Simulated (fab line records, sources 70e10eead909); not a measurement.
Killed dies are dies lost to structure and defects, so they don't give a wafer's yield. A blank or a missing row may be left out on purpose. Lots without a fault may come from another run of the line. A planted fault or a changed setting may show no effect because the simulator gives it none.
A struck lot beside a sound one | flow nand_harc | 15 steps out of a route of 1302
Sound: wafers L906.2, L906.4, L906.5. Struck: wafer L903.2. (L903.5, L903.6 of the same lot were not struck and are left out.) The cause comes at the end.
At each step with rows: each side's tool, then ch and its chambers, then its first start. Under that, the readings that differ: sound wafers | struck wafers | difference of the means | sigmas: that difference in standard deviations of wafers without a fault.
alike: readings whose means differ by less than 2 such deviations, and words and numbers that are the same on both sides. not compared: withheld readings, readings that some wafer has no value for, bounds like >300 that may hide the same value, and numbers for which the record gives no deviation and whose values overlap.
The two part at a step that has a row with sigmas, a row that says differs or no value, or rows on one side only. Numbers that don't overlap but have no deviation are shown without sigmas and don't part them. A reading that every wafer of one side lacks parts them only if that side has two wafers or more.

first, 1 step without rows for these wafers: NHARC_A_CHANNEL_HOLE_D2_STRIP_43 (strips in O2/COS).
NHARC_A_CHANNEL_HOLE_D2_ETCH_44: etches the open film in CF4/O2, target depth 140 nm, overetch 14 nm, time 77 s.
  sound on rie_diel-06 ch 0,3, day 19 13:05; struck on rie_diel-06 ch 0, day 18 09:02
  alike: drypump_motor_current_A, oes_product_au, rf_vpp_V, showerhead_plenum_p_Torr, throttle_valve_pct
  not compared: rf_hours_counter_h
NHARC_A_CHANNEL_HOLE_D2_STRIP_28: strips in O2.
  sound on rie_diel-06 ch 1,3; struck on rie_diel-06 ch 3
  alike: drypump_motor_current_A, oes_product_au, rf_vpp_V, showerhead_plenum_p_Torr, throttle_valve_pct
  not compared: rf_hours_counter_h
then, 2 steps without rows for these wafers: NHARC_A_CHANNEL_HOLE_D2_PRECLEAN_29 (cleans in SC1); NHARC_A_CHANNEL_HOLE_D2_SRD_30.
NHARC_A_CHANNEL_HOLE_D2_CD_MEAS_31:
  sound on cd_sem-01, day 19 13:53; struck on cd_sem-03, day 18 09:49
  alike: cd_nm
NHARC_A_CHANNEL_HOLE_D2_XSEM_32:
  sound on xsem-01 ch 0, day 19 13:58; struck on xsem-02 ch 0, day 18 09:54
  alike: bot_cd_nm, bow_nm, tilt_deg
NHARC_A_CHANNEL_HOLE_D2_INSPECT_40:
  sound on defect_inspect-01, day 19 14:04; struck on defect_inspect-02, day 18 10:00
  alike: raw_defect_count
then, 2 steps without rows for these wafers: NHARC_A_CHANNEL_FILL_D2_PRECLEAN_00 (cleans in SC1); NHARC_A_CHANNEL_FILL_D2_SRD_01.
NHARC_A_CHANNEL_FILL_D2_ALD_02: deposits SiO2, target thk 6 nm, pulse time 10 s, ald cycles 60.
  sound on ald_hk-02 ch 0,1,3, day 19 16:44; struck on ald_hk-02 ch 0, day 18 10:16
  alike: heater_power_w, precursor_pulse_height_rel
  not compared: ald_cycles
NHARC_A_CHANNEL_FILL_D2_ALD_03: deposits SiNx, target thk 6 nm, pulse time 60 s, ald cycles 58.
  sound on ald_sin_batch-03 ch 0; struck on ald_sin_batch-02 ch 0
  alike: precursor_pulse_height_rel
  not compared: ald_cycles
NHARC_A_CHANNEL_FILL_D2_ALD_14: deposits SiO2, target thk 2.5 nm, pulse time 10 s, ald cycles 25.
  sound on ald_hk-03 ch 2,3, day 19 23:38; struck on ald_hk-04 ch 3, day 18 17:25
  reading    | sound    | struck | difference | sigmas
  ald_cycles | 25 25 25 | 23     | -2         |
  alike: heater_power_w, precursor_pulse_height_rel
then, 1 step without rows for these wafers: NHARC_A_CHANNEL_FILL_D2_ALD_15 (deposits SiNx, target thk 2 nm, pulse time 60 s, ald cycles 19).
NHARC_END_SORT_01:
  the record has rows for the sound wafers here (prober-01 ch 0, day 30 19:08) and none for the struck ones

WHERE THEY PART
Only at NHARC_END_SORT_01, within this record.

WHY: what the simulator had put in
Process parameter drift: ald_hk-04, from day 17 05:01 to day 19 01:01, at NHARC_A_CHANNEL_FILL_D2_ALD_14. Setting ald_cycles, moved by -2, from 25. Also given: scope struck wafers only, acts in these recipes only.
